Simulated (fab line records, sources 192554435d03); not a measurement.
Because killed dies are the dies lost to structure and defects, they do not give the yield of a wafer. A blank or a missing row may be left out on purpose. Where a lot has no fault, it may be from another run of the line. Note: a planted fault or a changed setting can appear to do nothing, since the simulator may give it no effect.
Chamber matching / flow n5Finfet / N5_BEOL_M6_ETCH_72 on rieDiel-02: 4 sister chambers
The step etches underlayer in N2/H2, target depth 6.5 nm, time 5.2 s. 4 wafers are shown with their chamber, then 10 later ones without.

EACH WAFER AND ITS CHAMBER
wafer=L082.3; chamber=3; showerheadPlenumPTorr (Torr)=2.55
wafer=L085.4; chamber=1; showerheadPlenumPTorr (Torr)=2.61
wafer=L086.2; chamber=2; showerheadPlenumPTorr (Torr)=2.68
wafer=L086.4; chamber=0; showerheadPlenumPTorr (Torr)=2.45

WAFERS WITHOUT THEIR CHAMBER
wafer=L086.5; showerheadPlenumPTorr (Torr)=2.55
wafer=L089.1; showerheadPlenumPTorr (Torr)=2.45
wafer=L089.4; showerheadPlenumPTorr (Torr)=2.45
wafer=L089.6; showerheadPlenumPTorr (Torr)=2.55
wafer=L094.1; showerheadPlenumPTorr (Torr)=2.60
wafer=L094.4; showerheadPlenumPTorr (Torr)=2.67
wafer=L094.5; showerheadPlenumPTorr (Torr)=2.60
wafer=L092.4; showerheadPlenumPTorr (Torr)=2.60
wafer=L092.5; showerheadPlenumPTorr (Torr)=2.67
wafer=L092.6; showerheadPlenumPTorr (Torr)=2.60

WHICH CHAMBER EACH WENT THROUGH
wafer=L086.5; from the rows above=3; in truth=3
wafer=L089.1; from the rows above=0; in truth=0
wafer=L089.4; from the rows above=0; in truth=0
wafer=L089.6; from the rows above=3; in truth=3
wafer=L094.1; from the rows above=1; in truth=1
wafer=L094.4; from the rows above=2; in truth=2
wafer=L094.5; from the rows above=1; in truth=1
wafer=L092.4; from the rows above=1; in truth=1
wafer=L092.5; from the rows above=2; in truth=2
wafer=L092.6; from the rows above=1; in truth=1
Placed correctly: 10 of 10. Number that these rows cannot place: 0. 0 placed wrongly.
How it was worked out, from the rows above alone: a wafer's distance from a chamber is the root of the sum, over the readings, of the square of ((its reading less the chamber's mean) divided by the reading's scatter). The wafer belongs to the nearest chamber; if the next one is less than 2 further off, it can't be placed. A chamber's mean is the mean of its shown wafers. The scatter: with one shown wafer a chamber, the root of the mean of the squares of how far each hidden wafer lies from its nearest shown one.
